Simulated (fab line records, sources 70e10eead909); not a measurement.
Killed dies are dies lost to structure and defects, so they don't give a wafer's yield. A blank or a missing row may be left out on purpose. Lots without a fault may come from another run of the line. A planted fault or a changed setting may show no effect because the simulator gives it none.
fab line records | flow nand_harc
record lots=20 wafers=60 last_day=33
route steps=1302 shown A_CHANNEL_HOLE_D1@473 A_CHANNEL_FILL_D1@500 A_CHANNEL_HOLE_D2@571
lots that met no fault: from a run of the same line without faults
start_h: hours from the record's first day to the start of the lot's first wafer shown | wait_h: hours since the lot's step before | " the same as in the row above | L1.1+2: a row that stands for several wafers | - no value, or no start given | * or withheld: withheld | < > ~ a bound
route shown NAME@n: a module of which the file shows steps, and the number in the route of the first | usual: mean/standard deviation of fault-free wafers | same: alike in all rows | chamber/n: place in a boat | sites: the reading at each site | _std_site: their standard deviation | _edge_site: outer sites' mean less inner sites' | radius_mm: how far each site lies from the wafer's centre | mask NAME#n: copy n | behind: the tool/chamber that last shaped the wafer | hold: why the lot was held/for how many hours/how that ended | device: the transistor (n, p or np) that didn't switch | end of line: the same wafers' tests at the end of the route | a step without rows: its recipe alone | killed: dies lost to structure and defects at the first sort, not the wafer's yield | map: a wafer's dies, x killed, . not, _ none there
set.NAME: the setting as run; set.NAME@STEP: as run at that earlier step | model.NAME: the simulator's own value behind a step, which no gauge read
steps of the route over a sample of lots; a table a step, a row a wafer
services: from which hour (start_h, from the record's first day; less than 0 if before it) a tool's chamber was out of use, for how many hours, and why
## steps
# step NHARC_A_CHANNEL_HOLE_D1_ETCH_21
# recipe bias_v=3000 source_w=withheld pressure_mtorr=20 time_s=514.3 ar_flow_sccm=375 c4f8_flow_sccm=89.3 o2_flow_sccm=35.7 temp_c=-20 target_depth_a=16000 chemistry=C4F8/O2/Ar
# usual c4f8_flow_sccm=89.31/0.28 drypump_motor_current_A=5.8/0.39 o2_flow_sccm=35.72/0.11 showerhead_plenum_p_Torr=3.64/0.091 throttle_valve_pct=32.155/0.0091
# columns lot.wafer tool chamber start_h wait_h c4f8_flow_sccm drypump_motor_current_A o2_flow_sccm rf_hours_counter_h showerhead_plenum_p_Torr throttle_valve_pct
L076.1 har_etch-01 0 198.11 0.3 89.03 6.2 35.91 92 3.55 32.151
L076.3 " 0 " " 89.35 6.2 35.68 - 3.55 32.155
L076.5 " 0 " " 89.09 6.2 35.63 - 3.55 32.136
L075.1 har_etch-02 0 198.53 0.3 89.05 5.2 35.57 306 3.76 32.158
L075.2 " 1 " " 88.97 5.5 35.67 306 3.76 32.158
L075.4 " 0 " " 89.08 5.2 35.59 - 3.76 32.158
L077.1 har_etch-02 0 212.95 0.3 89.85 5.2 35.68 313 3.76 32.165
L077.4 " 0 " " 89.20 5.2 35.79 - 3.76 32.147
L077.3 " 1 " " 89.96 5.5 35.72 - 3.76 32.143
L079.3 har_etch-01 1 227.33 0.3 89.23 6.0 35.57 - 3.65 32.150
L079.4 " 0 " " 89.73 6.2 35.78 - 3.54 32.143
L079.6 " 1 " " 89.53 6.0 35.44 - 3.65 32.157
L080.2 har_etch-01 0 235.68 0.3 88.77 6.2 35.70 115 3.54 32.163
L080.4 " 0 " " 89.28 6.2 35.83 - 3.54 32.155
L080.5 " 1 " " 89.54 6.0 35.50 - 3.65 32.153
L082.2 har_etch-01 1 265.44 0.3 89.42 6.0 35.63 131 3.64 32.154
L082.1 " 0 " " 89.53 6.2 35.70 131 3.53 32.170
L082.5 " 0 " " 89.54 6.2 35.70 - 3.53 32.157
L081.1 har_etch-02 0 266.55 0.3 89.53 5.2 35.59 344 3.74 32.156
L081.4 " 0 " " 89.50 5.2 35.72 - 3.74 32.151
L081.3 " 1 " " 89.97 5.5 35.46 - 3.74 32.145
L083.2 har_etch-01 1 273.50 0.3 89.31 6.0 35.50 138 3.63 32.144
L083.4 " 0 " " 89.01 6.1 35.67 - 3.53 32.147
L083.5 " 1 " " 89.36 6.0 35.62 - 3.63 32.146
L084.1 har_etch-02 0 277.91 0.3 89.22 5.2 35.60 351 3.74 32.160
L084.3 " 1 " " 89.65 5.5 35.56 - 3.74 32.147
L084.4 " 0 " " 88.84 5.2 35.76 - 3.74 32.155
L085.4 har_etch-02 0 291.93 0.3 89.30 5.2 35.81 - 3.73 32.155
L085.6 " 0 " " 89.28 5.2 35.90 - 3.73 32.170
L085.5 " 1 " " 89.68 5.5 35.86 - 3.73 32.151
L086.1 har_etch-01 0 299.87 0.3 89.52 6.2 35.59 154 3.52 32.161
L086.2 " 1 " " 89.57 6.0 35.70 154 3.63 32.148
L086.4 " 0 " " 89.36 6.2 35.70 - 3.52 32.141
L088.3 har_etch-01 0 324.49 0.3 89.68 6.2 35.88 - 3.52 32.146
L088.5 " 1 " " 88.89 6.0 35.76 - 3.62 32.158
L088.6 " 0 " " 89.80 6.2 35.66 - 3.52 32.166
L089.3 har_etch-02 0 325.97 0.3 89.11 5.2 35.76 - 3.72 32.161
L089.5 " 1 " " 88.84 5.5 35.75 - 3.72 32.148
L089.6 " 0 " " 89.24 5.2 35.56 - 3.72 32.163
L087.1 har_etch-02 1 329.91 0.3 89.36 5.5 35.62 378 3.72 32.156
L087.3 " 1 " " 89.18 5.5 35.73 - 3.72 32.142
L087.6 " 0 " " 89.24 5.2 35.81 - 3.72 32.145
L090.4 har_etch-01 0 347.12 0.3 89.54 6.2 35.56 - 3.51 32.159
L090.6 " 0 " " 89.21 6.2 35.69 - 3.51 32.160
L090.5 " 1 " " 89.33 6.0 35.74 - 3.61 32.156
L092.2 har_etch-01 1 360.52 0.3 89.14 6.0 36.01 188 3.61 32.161
L092.4 " 1 " " 88.95 6.0 35.88 - 3.61 32.148
L092.6 " 1 " " 88.93 6.0 36.05 - 3.61 32.169
L093.3 har_etch-01 0 368.56 0.3 89.25 6.2 35.76 - 3.50 32.163
L093.5 " 0 " " 89.11 6.2 35.62 - 3.50 32.150
L093.6 " 1 " " 89.44 6.0 35.55 - 3.61 32.161
L095.1 har_etch-01 1 397.83 0.3 89.16 6.0 35.82 215 3.59 32.154
L095.3 " 0 " " 88.93 6.2 35.74 - 3.49 32.148
L095.5 " 1 " " 89.42 6.0 35.91 - 3.59 32.156
L094.1 har_etch-02 0 398.55 0.3 89.48 5.2 35.82 4 3.70 32.167
L094.4 " 1 " " 89.61 5.5 35.79 - 3.70 32.164
L094.3 " 0 " " 89.53 5.2 35.66 - 3.70 32.166
L097.2 har_etch-01 1 406.07 0.3 89.65 6.0 35.73 223 3.59 32.152
L097.3 " 1 " " 88.97 6.0 35.74 - 3.59 32.153
L097.4 " 0 " " 89.18 6.2 35.78 - 3.48 32.153
# step NHARC_A_CHANNEL_HOLE_D1_ETCH_26
# recipe bias_v=300 source_w=2000 pressure_mtorr=30 time_s=224.1 ar_flow_sccm=375 c4f8_flow_sccm=11.4 o2_flow_sccm=113.6 temp_c=-20 target_depth_a=3000 chemistry=C4F8/O2/Ar
# usual c4f8_flow_sccm=11.40/0.032 drypump_motor_current_A=5.8/0.39 o2_flow_sccm=113.6/0.36 showerhead_plenum_p_Torr=3.68/0.096 throttle_valve_pct=24.584/0.01
# columns lot.wafer tool chamber start_h wait_h c4f8_flow_sccm drypump_motor_current_A o2_flow_sccm rf_hours_counter_h showerhead_plenum_p_Torr throttle_valve_pct
L076.1 har_etch-01 0 201.45 0.7 11.37 6.2 113.3 96 3.59 24.584
L076.3 " 0 " " 11.38 6.2 113.7 - 3.59 24.581
L076.5 " 0 " " 11.36 6.2 113.2 - 3.59 24.568
L075.1 har_etch-02 0 201.90 0.7 11.42 5.2 113.2 309 3.81 24.582
L075.2 " 1 " " 11.35 5.5 113.6 309 3.81 24.596
L075.4 " 0 " " 11.41 5.2 113.3 - 3.81 24.581
L077.1 har_etch-02 0 216.29 0.7 11.37 5.2 113.4 316 3.80 24.576
L077.4 " 0 " " 11.39 5.2 113.6 - 3.80 24.586
L077.3 " 1 " " 11.42 5.5 113.0 - 3.80 24.586
L079.3 har_etch-01 1 230.60 0.5 11.31 6.0 113.5 - 3.69 24.600
L079.4 " 0 " " 11.34 6.2 113.3 - 3.58 24.590
L079.6 " 1 " " 11.41 6.0 113.8 - 3.69 24.602
L080.2 har_etch-01 0 239.01 0.6 11.43 6.2 113.8 118 3.58 24.586
L080.4 " 0 " " 11.41 6.2 113.9 - 3.58 24.566
L080.5 " 1 " " 11.45 6.0 113.6 - 3.69 24.585
L082.2 har_etch-01 1 268.78 0.7 11.37 6.0 114.2 134 3.68 24.575
L082.1 " 0 " " 11.37 6.2 113.9 134 3.57 24.602
L082.5 " 0 " " 11.33 6.2 113.3 - 3.57 24.572
L081.1 har_etch-02 0 269.91 0.7 11.39 5.2 113.0 347 3.79 24.578
L081.4 " 0 " " 11.39 5.2 113.2 - 3.79 24.579
L081.3 " 1 " " 11.39 5.5 113.4 - 3.79 24.594
L083.2 har_etch-01 1 276.85 0.7 11.38 6.0 113.2 141 3.67 24.590
L083.4 " 0 " " 11.41 6.2 114.0 - 3.56 24.594
L083.5 " 1 " " 11.38 6.0 113.2 - 3.68 24.594
L084.1 har_etch-02 0 281.21 0.6 11.35 5.2 113.2 355 3.78 24.605
L084.3 " 1 " " 11.38 5.5 113.2 - 3.78 24.569
L084.4 " 0 " " 11.37 5.2 113.9 - 3.78 24.566
L085.4 har_etch-02 0 295.20 0.5 11.38 5.2 113.8 - 3.78 24.579
L085.6 " 0 " " 11.34 5.2 113.7 - 3.78 24.593
L085.5 " 1 " " 11.44 5.5 113.8 - 3.78 24.581
L086.1 har_etch-01 0 303.21 0.7 11.34 6.2 114.4 157 3.55 24.576
L086.2 " 1 " " 11.39 6.0 113.8 157 3.67 24.578
L086.4 " 0 " " 11.41 6.2 114.0 - 3.55 24.583
L088.3 har_etch-01 0 327.72 0.4 11.39 6.2 114.0 - 3.55 24.600
L088.5 " 1 " " 11.42 6.0 113.9 - 3.66 24.567
L088.6 " 0 " " 11.38 6.2 112.9 - 3.55 24.571
L089.3 har_etch-02 0 329.19 0.4 11.39 5.2 113.9 - 3.77 24.587
L089.5 " 1 " " 11.41 5.5 113.4 - 3.77 24.585
L089.6 " 0 " " 11.36 5.2 114.3 - 3.77 24.606
L087.1 har_etch-02 1 333.26 0.7 11.40 5.5 113.2 381 3.77 24.575
L087.3 " 1 " " 11.44 5.5 113.4 - 3.77 24.588
L087.6 " 0 " " 11.36 5.2 113.2 - 3.77 24.585
L090.4 har_etch-01 0 350.40 0.5 11.49 6.2 113.7 - 3.54 24.580
L090.6 " 0 " " 11.44 6.2 114.2 - 3.54 24.572
L090.5 " 1 " " 11.39 5.9 114.5 - 3.65 24.574
L092.2 har_etch-01 1 363.87 0.7 11.39 6.0 113.5 191 3.65 24.596
L092.4 " 1 " " 11.43 6.0 114.0 - 3.65 24.602
L092.6 " 1 " " 11.42 6.0 114.1 - 3.65 24.588
L093.3 har_etch-01 0 371.84 0.5 11.37 6.2 113.7 - 3.53 24.569
L093.5 " 0 " " 11.39 6.2 114.2 - 3.53 24.590
L093.6 " 1 " " 11.38 6.0 113.3 - 3.65 24.572
L095.1 har_etch-01 1 401.15 0.6 11.39 6.0 112.8 218 3.63 24.595
L095.3 " 0 " " 11.39 6.2 113.2 - 3.52 24.583
L095.5 " 1 " " 11.40 6.0 113.4 - 3.63 24.587
L094.1 har_etch-02 0 401.86 0.6 11.35 5.2 114.0 7 3.75 24.584
L094.4 " 1 " " 11.39 5.5 113.5 - 3.75 24.585
L094.3 " 0 " " 11.32 5.2 113.9 - 3.75 24.612
L097.2 har_etch-01 1 409.41 0.7 11.45 6.0 113.9 226 3.63 24.579
L097.3 " 1 " " 11.42 6.0 113.3 - 3.63 24.568
L097.4 " 0 " " 11.43 6.2 113.9 - 3.52 24.585
# step NHARC_A_CHANNEL_HOLE_D1_STRIP_27
# recipe o2_flow_sccm=500 ar_flow_sccm=0 bias_w=0 chemistry=O2
# usual drypump_motor_current_A=5.9/0.46 o2_flow_sccm=500.0/1.5 oes_product_au=1.000/0.013 rf_vpp_V=57.9/0.87 showerhead_plenum_p_Torr=3.56/0.14 throttle_valve_pct=17.037/0.0088
# same bias_w=0
# columns lot.wafer tool chamber start_h wait_h drypump_motor_current_A o2_flow_sccm oes_product_au rf_hours_counter_h rf_vpp_V showerhead_plenum_p_Torr throttle_valve_pct
L076.3 rie_diel-11 1 - - 6.3 502.4 1.011 40 57.4 3.46 17.033
L076.1 " 3 " " 4.8 500.2 0.989 41 57.5 3.34 17.031
L076.5 " 0 " " 5.1 501.5 0.988 - 57.9 3.52 17.018
L075.2 rie_diel-01 3 - - 6.1 497.8 0.978 15 58.3 3.59 17.036
L075.1 " 1 " " 5.7 500.9 1.024 15 57.8 3.76 17.029
L075.4 " 2 " " 6.3 500.9 1.014 16 59.2 3.67 17.043
L077.4 rie_diel-01 2 - - 6.3 502.5 1.002 0 58.4 3.67 17.047
L077.3 " 3 " " 6.1 501.3 0.983 0 60.0 3.59 17.035
L077.1 " 0 " " 5.9 503.6 0.983 0 58.8 3.38 17.033
L079.4 rie_diel-01 3 - - 6.1 498.3 0.997 2 58.6 3.59 17.030
L079.3 " 0 " " 5.9 499.8 0.979 1 58.0 3.38 17.029
L079.6 " 3 " " 6.1 499.7 0.986 - 58.5 3.59 17.030
L080.4 rie_diel-01 1 - - 5.7 498.3 1.008 2 59.9 3.76 17.042
L080.2 " 0 " " 5.8 501.7 0.991 2 57.6 3.38 17.039
L080.5 " 2 " " 6.3 499.5 0.994 - 58.8 3.67 17.053
L082.2 rie_diel-01 1 - - 5.7 500.2 1.015 5 58.0 3.76 17.033
L082.1 " 3 " " 6.1 498.4 1.002 5 58.0 3.59 17.029
L082.5 " 0 " " 5.8 496.4 0.989 - 59.4 3.38 17.038
L081.4 rie_diel-11 2 - - 6.5 501.4 1.005 2 56.8 3.55 17.032
L081.3 " 3 " " 4.8 500.6 0.990 1 57.8 3.33 17.021
L081.1 " 1 " " 6.3 501.3 1.007 2 57.9 3.45 17.045
L083.2 rie_diel-01 1 - - 5.6 502.5 1.012 6 58.1 3.76 17.031
L083.4 " 2 " " 6.3 502.0 1.009 6 57.7 3.67 17.046
L083.5 " 1 " " 5.6 501.1 1.012 - 58.9 3.76 17.039
L084.1 rie_diel-01 1 - - 5.7 502.4 1.009 6 58.0 3.76 17.040
L084.3 " 2 " " 6.3 498.6 1.000 7 58.7 3.67 17.030
L084.4 " 3 " " 6.1 500.7 0.996 7 56.2 3.59 17.023
L085.4 rie_diel-11 3 - - 4.8 501.3 0.978 8 56.8 3.33 17.030
L085.5 " 1 " " 6.3 500.0 0.993 - 58.2 3.45 17.041
L085.6 " 2 " " 6.5 498.6 0.994 - 56.5 3.55 17.033
L086.1 rie_diel-13 3 - - 5.3 501.4 0.999 35 57.7 3.66 17.052
L086.4 " 0 " " 5.6 497.5 0.995 37 58.8 3.52 17.048
L086.2 " 2 " " 6.3 500.2 0.995 41 58.3 3.59 17.042
L088.3 rie_diel-01 0 - - 5.9 498.1 0.979 11 56.6 3.37 17.051
L088.6 " 1 " " 5.7 501.2 1.014 - 58.0 3.76 17.019
L088.5 " 2 " " 6.4 500.9 1.005 - 58.0 3.66 17.029
L089.3 rie_diel-01 1 - - 5.7 501.6 1.015 11 57.4 3.76 17.058
L089.6 " 0 " " 5.9 501.4 0.992 - 57.0 3.37 17.037
L089.5 " 1 " " 5.7 501.5 1.016 - 57.1 3.76 17.036
L087.1 rie_diel-01 1 - - 5.7 499.6 1.006 12 57.5 3.76 17.030
L087.3 " 2 " " 6.3 501.5 1.000 9 59.4 3.66 17.053
L087.6 " 3 " " 6.1 497.5 0.994 - 58.6 3.59 17.046
L090.4 rie_diel-11 3 - - 4.8 499.8 0.980 25 58.7 3.32 17.051
L090.5 " 1 " " 6.3 501.8 1.002 - 55.8 3.44 17.032
L090.6 " 2 " " 6.5 500.7 1.001 - 57.3 3.54 17.032
L092.2 rie_diel-01 1 - - 5.7 499.4 1.018 14 58.6 3.76 17.026
L092.4 " 2 " " 6.3 498.7 0.980 11 59.8 3.66 17.030
L092.6 " 2 " " 6.3 499.7 0.995 - 58.6 3.66 17.033
L093.3 rie_diel-13 3 - - 5.3 498.3 1.023 7 57.2 3.65 17.030
L093.5 " 0 " " 5.6 499.0 1.001 - 57.0 3.51 17.040
L093.6 " 1 " " 5.0 498.3 0.986 - 57.9 3.58 17.039
L095.1 rie_diel-01 2 - - 6.3 500.0 1.025 1 58.9 3.66 17.060
L095.3 " 3 " " 6.1 498.2 1.006 1 57.8 3.59 17.035
L095.5 " 2 " " 6.3 501.5 1.025 - 59.4 3.66 17.035
L094.4 rie_diel-01 1 - - 5.7 499.5 1.017 2 57.6 3.75 17.031
L094.3 " 2 " " 6.3 502.1 1.016 2 57.8 3.66 17.034
L094.1 " 3 " " 6.1 501.7 0.998 2 57.3 3.59 17.037
L097.2 rie_diel-13 2 - - 6.3 500.9 1.002 21 57.2 3.58 17.035
L097.3 " 0 " " 5.6 503.0 1.004 18 57.7 3.51 17.045
L097.4 " 1 " " 5.0 501.5 0.998 21 57.9 3.57 17.041
# step NHARC_A_CHANNEL_FILL_D1_ETCHBACK_20
# recipe target_depth_a=270 time_s=13.5 c4f8_flow_sccm=withheld o2_flow_sccm=8 ar_flow_sccm=withheld rf_w=600 bias_w=1500 chemistry=C4F8/O2/Ar
# usual bias_w=1500/4.6 oes_product_au=0.96/0.036 rf_vpp_V=977/3.4
# columns lot.wafer tool chamber start_h wait_h bias_w oes_product_au rf_hours_counter_h rf_vpp_V
L075.2 rie_diel-10 3 228.25 - 1507 0.92 10 970
L075.4 " 0 " " 1497 0.94 9 979
L075.1 " 1 " " 1504 0.94 9 973
L076.1 rie_diel-12 1 228.25 - 1503 0.97 8 971
L076.3 " 0 " " 1501 0.90 9 975
L076.5 " 1 " " 1495 0.95 - 971
L077.1 rie_diel-02 1 243.00 - 1498 0.98 1 983
L077.3 " 2 " " 1505 0.99 1 976
L077.4 " 0 " " 1509 1.01 1 976
L079.4 rie_diel-12 3 256.92 - 1505 0.91 11 978
L079.3 " 0 " " 1506 0.91 11 975
L079.6 " 3 " " 1501 0.92 - 978
L080.4 rie_diel-12 0 268.25 - 1503 0.90 11 973
L080.2 " 1 " " 1498 0.94 10 972
L080.5 " 0 " " 1509 0.91 - 975
L082.2 rie_diel-10 0 294.90 - 1497 1.00 2 979
L082.1 " 1 " " 1505 1.01 4 973
L082.5 " 1 " " 1505 1.00 - 974
L081.1 rie_diel-02 2 294.91 - 1502 0.97 3 977
L081.3 " 0 " " 1501 1.01 3 978
L081.4 " 2 " " 1508 0.98 - 975
L083.2 rie_diel-02 3 303.81 - 1497 0.98 3 979
L083.4 " 0 " " 1494 1.00 3 978
L083.5 " 1 " " 1501 0.96 - 981
L084.4 rie_diel-12 2 307.42 - 1505 0.92 1 977
L084.3 " 3 " " 1506 1.01 1 977
L084.1 " 0 " " 1499 0.99 2 973
L085.4 rie_diel-10 0 324.12 - 1501 1.00 3 977
L085.5 " 0 " " 1498 1.00 - 978
L085.6 " 1 " " 1499 0.98 - 974
L086.2 rie_diel-12 3 330.76 - 1503 0.94 3 976
L086.4 " 0 " " 1500 0.92 3 975
L086.1 " 2 " " 1508 0.93 2 975
L088.3 rie_diel-12 2 353.89 - 1500 0.98 3 976
L088.5 " 1 " " 1504 0.99 - 971
L088.6 " 2 " " 1497 0.99 - 977
L089.3 rie_diel-02 0 353.90 - 1503 1.00 6 976
L089.6 " 2 " " 1497 1.00 - 976
L089.5 " 1 " " 1505 0.98 - 982
L087.3 rie_diel-12 0 359.55 - 1496 0.98 4 974
L087.1 " 1 " " 1500 1.00 4 971
L087.6 " 3 " " 1504 1.00 - 976
L090.4 rie_diel-02 1 380.59 - 1499 0.97 8 984
L090.6 " 1 " " 1495 0.96 - 982
L090.5 " 2 " " 1498 0.99 - 976
L092.2 rie_diel-02 0 390.29 - 1503 0.94 9 977
L092.4 " 1 " " 1504 0.91 8 983
L092.6 " 2 " " 1500 0.91 - 979
L093.3 rie_diel-12 2 398.70 - 1501 0.93 5 975
L093.6 " 1 " " 1491 0.96 - 970
L093.5 " 2 " " 1500 0.93 - 978
L094.4 rie_diel-12 2 427.24 - 1498 0.93 7 977
L094.1 " 3 " " 1496 0.93 7 978
L094.3 " 0 " " 1498 0.92 7 975
L095.1 rie_diel-02 1 427.26 - 1503 0.90 1 983
L095.3 " 2 " " 1505 0.92 1 977
L095.5 " 0 " " 1500 0.92 - 977
L097.3 rie_diel-02 2 433.60 - 1501 0.98 2 977
L097.2 " 3 " " 1504 0.97 2 980
L097.4 " 0 " " 1496 0.99 2 977
# step NHARC_A_CHANNEL_HOLE_D2_DEP_01
# recipe target_thk_a=1400 target_thk_nm=140 temp_c=400 pressure_torr=3.5 flow_sccm=200 rf_w=350 material=SiON
# usual heater_power_outer_w=437/61 heater_power_w=747/92
# columns lot.wafer tool chamber start_h wait_h heater_power_outer_w heater_power_w
L076.3 pecvd-02 0 298.72 1.0 395 748
L076.1 " 2 " " 392 611
L076.5 " 0 " " 392 775
L075.1 pecvd-02 2 300.07 1.6 359 579
L075.2 " 1 " " 357 656
L075.4 " 1 " " 356 687
L077.1 pecvd-02 1 323.72 1.6 345 651
L077.3 " 2 " " 425 677
L077.4 " 2 " " 421 647
L079.3 pecvd-02 1 338.38 1.0 392 700
L079.6 " 2 " " 423 679
L079.4 " 0 " " 378 729
L080.2 pecvd-01 2 347.16 1.3 439 757
L080.5 " 1 " " 504 826
L080.4 " 2 " " 434 742
L081.1 pecvd-04 0 368.48 1.6 533 917
L081.3 " 2 " " 486 831
L081.4 " 0 " " 540 916
L082.2 pecvd-02 0 370.39 1.3 384 752
L082.1 " 1 " " 362 664
L082.5 " 0 " " 389 751
L083.2 pecvd-01 1 383.13 1.3 492 787
L083.5 " 2 " " 503 844
L083.4 " 0 " " 533 857
L084.1 pecvd-02 1 385.00 1.6 350 636
L084.3 " 2 " " 367 578
L084.4 " 2 " " 384 598
L085.5 pecvd-01 1 399.22 0.4 424 697
L085.4 " 2 " " 460 787
L085.6 " 0 " " 514 832
L086.1 pecvd-04 2 408.70 1.6 490 854
L086.2 " 0 " " 486 852
L086.4 " 0 " " 501 862
L089.3 pecvd-02 2 432.65 1.0 454 686
L089.5 " 1 " " 393 717
L089.6 " 0 " " 391 744
L088.3 pecvd-04 0 434.48 1.0 442 810
L088.5 " 0 " " 448 823
L088.6 " 2 " " 467 840
L087.3 pecvd-04 1 440.62 1.0 414 675
L087.1 " 2 " " 416 755
L087.6 " 2 " " 424 747
L090.4 pecvd-01 2 462.83 0.7 485 784
L090.6 " 0 " " 512 795
L090.5 " 1 " " 521 799
L092.2 pecvd-04 1 470.76 1.3 436 720
L092.4 " 1 " " 447 728
L092.6 " 2 " " 522 904
L093.3 pecvd-02 1 486.82 1.0 316 620
L093.6 " 2 " " 458 685
L093.5 " 0 " " 426 774
L097.3 pecvd-04 0 505.07 1.0 452 830
L097.2 " 2 " " 520 920
L097.4 " 2 " " 546 913
L094.3 pecvd-02 1 506.97 1.2 401 709
L094.1 " 2 " " 449 678
L094.4 " 2 " " 443 683
L095.3 pecvd-04 1 507.05 1.0 469 711
L095.1 " 0 " " 533 901
L095.5 " 1 " " 459 708
# step NHARC_A_CHANNEL_HOLE_D2_ETCH_16
# recipe target_depth_a=31000 over_etch_frac=0.3 time_s=806 ion_energy_ev=150 o2_flow_sccm=400 cos_flow_sccm=20 ar_flow_sccm=0 rf_w=500 bias_w=300 chemistry=O2/COS
# usual bias_w=300.1/0.9 drypump_motor_current_A=5.6/0.44 o2_flow_sccm=400.1/1.3 oes_product_au=0.996/0.013 rf_vpp_V=314.3/2 showerhead_plenum_p_Torr=3.13/0.12 throttle_valve_pct=28.330/0.0092
# columns lot.wafer tool chamber start_h wait_h bias_w drypump_motor_current_A o2_flow_sccm oes_product_au rf_hours_counter_h rf_vpp_V showerhead_plenum_p_Torr throttle_valve_pct
L076.1 rie_diel-05 1 - - 299.7 5.3 400.4 0.995 2.7 314.5 3.19 28.318
L076.3 " 0 " " 299.3 5.9 399.2 1.016 4.0 311.8 2.98 28.326
L076.5 " 1 " " 299.7 5.3 400.0 1.007 - 315.0 3.19 28.337
L075.4 rie_diel-03 1 - - 299.1 5.9 399.4 0.989 1.4 313.6 2.99 28.330
L075.2 " 2 " " 298.8 4.8 401.4 0.998 1.1 314.5 3.19 28.319
L075.1 " 0 " " 301.1 6.0 400.7 0.985 1.4 311.4 2.94 28.338
L077.4 rie_diel-07 2 - - 300.6 5.3 401.5 1.025 0.6 317.6 3.28 28.330
L077.1 " 0 " " 299.9 5.9 400.7 0.999 0.5 317.0 3.23 28.341
L077.3 " 1 " " 299.1 5.1 399.5 0.986 0.7 314.5 3.08 28.332
L079.3 rie_diel-07 3 - - 301.3 5.1 396.6 1.005 1.8 312.9 3.18 28.327
L079.4 " 0 " " 301.6 5.9 402.0 0.982 1.6 315.2 3.23 28.344
L079.6 " 2 " " 299.2 5.3 400.0 1.007 - 316.7 3.28 28.324
L080.4 rie_diel-05 2 - - 299.6 6.1 399.0 0.994 6.1 315.4 3.27 28.345
L080.2 " 3 " " 300.0 6.1 398.4 1.006 6.0 313.6 3.06 28.328
L080.5 " 3 " " 299.6 6.1 399.4 1.010 - 312.6 3.06 28.322
L081.1 rie_diel-03 3 - - 300.2 5.6 399.1 0.976 4.8 317.6 3.28 28.318
L081.3 " 1 " " 297.7 5.9 398.2 0.995 5.1 311.6 2.99 28.324
L081.4 " 3 " " 299.3 5.5 400.5 0.972 - 316.3 3.28 28.337
L082.1 rie_diel-03 3 - - 299.2 5.5 399.6 0.974 5.5 315.9 3.28 28.333
L082.2 " 1 " " 299.7 5.9 401.0 0.986 5.8 312.2 2.99 28.329
L082.5 " 3 " " 300.1 5.5 398.2 0.972 - 316.8 3.28 28.339
L083.4 rie_diel-07 1 - - 300.2 5.1 400.3 0.995 4.7 313.0 3.08 28.338
L083.2 " 2 " " 298.8 5.3 401.2 1.008 5.0 316.5 3.28 28.338
L083.5 " 0 " " 300.9 5.9 400.6 0.980 - 316.6 3.23 28.346
L084.1 rie_diel-03 2 - - 298.5 4.8 399.2 1.012 7.4 315.0 3.19 28.349
L084.3 " 3 " " 300.1 5.5 401.8 0.988 7.1 316.3 3.28 28.335
L084.4 " 0 " " 299.8 6.0 400.6 0.974 4.7 310.5 2.94 28.315
L085.4 rie_diel-07 1 - - 300.2 5.1 399.6 0.986 5.3 312.6 3.08 28.323
L085.6 " 2 " " 299.7 5.3 399.8 1.003 - 316.5 3.28 28.351
L085.5 " 3 " " 300.8 5.1 399.3 1.007 - 313.9 3.18 28.327
L086.2 rie_diel-03 0 - - 301.3 6.0 399.2 0.975 5.7 310.9 2.94 28.333
L086.1 " 1 " " 299.6 6.0 401.8 1.009 8.3 312.5 2.99 28.317
L086.4 " 3 " " 299.3 5.5 400.8 1.005 7.9 316.9 3.28 28.310
L089.3 rie_diel-03 2 - - 300.4 4.8 398.9 1.014 10.0 316.2 3.19 28.329
L089.6 " 1 " " 299.5 5.9 400.6 0.995 - 312.5 2.98 28.332
L089.5 " 2 " " 300.3 4.8 398.2 1.012 - 314.5 3.19 28.341
L088.3 rie_diel-05 3 - - 298.8 6.1 400.0 0.975 1.6 312.4 3.05 28.338
L088.6 " 1 " " 300.1 5.3 399.6 0.990 - 316.6 3.19 28.318
L088.5 " 2 " " 298.6 6.1 400.1 0.979 - 315.7 3.26 28.319
L087.1 rie_diel-05 2 - - 300.6 6.1 400.1 0.974 2.4 316.8 3.26 28.333
L087.3 " 3 " " 300.2 6.1 400.4 0.986 2.1 314.3 3.05 28.319
L087.6 " 0 " " 300.4 6.0 397.6 1.001 - 312.8 2.98 28.326
L090.4 rie_diel-05 2 - - 301.7 6.1 402.8 0.982 4.2 317.2 3.26 28.342
L090.6 " 1 " " 299.3 5.3 401.0 1.004 - 314.0 3.19 28.318
L090.5 " 2 " " 301.5 6.1 402.3 0.984 - 316.0 3.26 28.337
L092.2 rie_diel-03 2 - - 299.6 4.8 399.1 1.009 0.7 315.1 3.18 28.341
L092.4 " 3 " " 300.2 5.5 401.6 0.995 0.5 317.6 3.28 28.333
L092.6 " 0 " " 298.7 6.0 400.8 0.987 - 311.9 2.94 28.330
L093.3 rie_diel-05 0 - - 299.0 6.0 401.3 1.004 4.1 311.0 2.98 28.325
L093.5 " 2 " " 301.5 6.1 400.1 0.980 - 315.1 3.26 28.334
L093.6 " 3 " " 301.2 6.1 401.0 0.998 - 312.8 3.05 28.323
L097.2 rie_diel-03 1 - - 299.4 5.9 402.6 1.009 2.6 311.4 2.98 28.349
L097.3 " 2 " " 300.5 4.8 400.6 1.018 2.0 315.5 3.18 28.321
L097.4 " 3 " " 299.9 5.5 400.8 0.994 2.0 316.4 3.28 28.342
L094.1 rie_diel-03 0 - - 300.5 6.0 403.5 0.990 3.1 311.6 2.94 28.322
L094.3 " 1 " " 300.0 5.9 399.1 0.996 3.3 311.7 2.98 28.323
L094.4 " 1 " " 300.6 5.9 398.0 0.994 - 312.2 2.98 28.314
L095.1 rie_diel-07 0 - - 298.9 5.9 400.1 0.993 1.8 315.6 3.23 28.335
L095.3 " 1 " " 301.4 5.1 400.0 0.985 1.8 314.0 3.08 28.333
L095.5 " 0 " " 300.9 5.9 399.6 0.975 - 315.2 3.23 28.334
## services
# columns tool chamber start_h hours kind
rie_diel-01 - 203.80 9.0 pm
rie_diel-03 3 224.30 29.8 repair
pecvd-02 - 227.45 13.0 pm
rie_diel-12 - 243.82 0.8 repair
pecvd-02 0 252.44 8.4 repair
rie_diel-12 - 268.43 9.0 pm
rie_diel-03 - 281.30 9.0 pm
rie_diel-01 2 289.87 30.9 repair
rie_diel-12 2 293.71 12.6 repair
pecvd-02 2 302.02 4.3 repair
pecvd-02 2 343.99 4.8 repair
rie_diel-03 0 367.00 16.4 repair
har_etch-02 - 377.23 17.0 pm
rie_diel-12 1 378.12 5.7 repair
rie_diel-01 - 380.80 9.0 pm
rie_diel-12 3 385.27 7.5 repair
rie_diel-03 3 398.97 10.2 repair
pecvd-02 - 408.45 13.0 pm
pecvd-02 - 425.64 1.8 repair
pecvd-02 2 437.63 5.7 repair
rie_diel-12 - 445.43 9.0 pm
rie_diel-03 - 458.30 9.0 pm
rie_diel-01 0 466.04 3.2 repair
rie_diel-01 - 485.82 38.0 repair
## key
fault none
